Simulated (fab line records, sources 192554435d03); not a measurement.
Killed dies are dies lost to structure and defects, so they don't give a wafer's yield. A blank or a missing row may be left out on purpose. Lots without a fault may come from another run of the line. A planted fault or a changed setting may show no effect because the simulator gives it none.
A struck lot beside a sound one | flow n5_finfet | 19 steps out of a route of 1938
Sound: wafers L882.1, L882.3, L882.6. Struck: wafers L898.5, L898.6. (L898.4 of the same lot was not struck and is left out.) The cause comes at the end.
At each step with rows: each side's tool, then ch and its chambers, then its first start. Under that, the readings that differ: sound wafers | struck wafers | difference of the means | sigmas: that difference in standard deviations of wafers without a fault.
alike: readings whose means differ by less than 2 such deviations, and words and numbers that are the same on both sides. not compared: withheld readings, readings that some wafer has no value for, bounds like >300 that may hide the same value, and numbers for which the record gives no deviation and whose values overlap.
The two part at a step that has a row with sigmas, a row that says differs or no value, or rows on one side only. Numbers that don't overlap but have no deviation are shown without sigmas and don't part them. A reading that every wafer of one side lacks parts them only if that side has two wafers or more.

first, 2 steps without rows for these wafers: N5_BEOL_M15_DESCUM_33 (chemistry O2, time 7.9 s); N5_BEOL_M15_ETCH_61 (etches BARC in N2/H2, target depth 89 nm, overetch 26.7 nm, time 67.9 s).
N5_BEOL_M15_TRENCH_ETCH_34: etches SiO2 in C4F8/O2/Ar, target depth 872.93 nm, time 199 s.
  sound on rie_diel-03 ch 0,2,3, day 13 07:55; struck on rie_diel-01 ch 0,1, day 20 12:01
  alike: drypump_motor_current_A, oes_product_au, rf_vpp_V, showerhead_plenum_p_Torr, throttle_valve_pct
  not compared: rf_hours_counter_h
then, 3 steps without rows for these wafers: N5_BEOL_M15_STRIP_36 (strips in O2); N5_BEOL_M15_STRIP_62 (strips in O2); N5_BEOL_M15_STRIP_37 (strips in O2).
N5_BEOL_M15_ETCH_38: etches SiCN in CF4/N2, target depth 106.4 nm, time 120.5 s.
  sound on rie_diel-01 ch 0,1,2; struck on rie_diel-06 ch 1,2
  alike: drypump_motor_current_A, oes_product_au, rf_vpp_V, showerhead_plenum_p_Torr, throttle_valve_pct
  not compared: rf_hours_counter_h
then, 3 steps without rows for these wafers: N5_BEOL_M15_PRECLEAN_39 (cleans in residue remover, time 60 s); N5_BEOL_M15_SRD_40 (time 30 s, dry time 30 s); N5_BEOL_M15_DEGAS_41 (time 60 s).
N5_BEOL_M15_PRE_CLEAN_42: time 30 s.
  sound on pvd_sputter-02, day 13 09:14; struck on pvd_sputter-02, day 20 13:23
  alike: heater_power_w
N5_BEOL_M15_SPUTTER_43: material TaN, target thk 15 nm, time 24.19 s.
  sound on pvd_sputter-02, day 13 09:17; struck on pvd_sputter-02, day 20 13:25
  reading                                      | sound      | struck | difference | sigmas
  model.TaN_of_BEOL_M15_SPUTTER_43.thk_nm (nm) | 14.8 15 15 | 4.8 5  | -10.0      |
  alike: throttle_valve_pct
N5_BEOL_M15_SPUTTER_44: material Ta, target thk 15 nm, time 24.19 s.
  sound on pvd_sputter-02, day 13 09:22; struck on pvd_sputter-02, day 20 13:30
  alike: throttle_valve_pct
N5_BEOL_M15_SPUTTER_45: material Cu, target thk 100 nm, time 16.67 s.
  sound on pvd_sputter-02, day 13 09:26; struck on pvd_sputter-02, day 20 13:35
  alike: throttle_valve_pct
then, 2 steps without rows for these wafers: N5_BEOL_M15_ECD_47 (material Cu, target thk 1860 nm); N5_BEOL_M15_ANNEAL_48 (time 90 s).
N5_BEOL_M15_CMP_49: polishes, stops on SiO2, t overpolish 4.9 s, target thk 850 nm.
  sound on cmp-03 ch 1,3, day 13 10:06; struck on cmp-02 ch 0,1, day 20 14:35
  reading                      | sound             | struck    | difference | sigmas
  barrier_field_endpoint_s (s) | 10.97 11.41 11.44 | 7.43 7.82 | -3.65      | -15
  alike: motor_current_A
  not compared: pad_life_wafers
N5_BEOL_M15_THK_MEAS_50: measures by xrf.
  sound on film_metro-01, day 13 10:23; struck on film_metro-02, day 20 14:48
  alike: M15_THK
then, 1 step without rows for these wafers: N5_PASSIVATION_PROBE_49.

WHERE THEY PART
Only at N5_BEOL_M15_CMP_49, within this record. Later steps at which nothing parts them and some readings are alike: N5_BEOL_M15_THK_MEAS_50.

WHY: what the simulator had put in
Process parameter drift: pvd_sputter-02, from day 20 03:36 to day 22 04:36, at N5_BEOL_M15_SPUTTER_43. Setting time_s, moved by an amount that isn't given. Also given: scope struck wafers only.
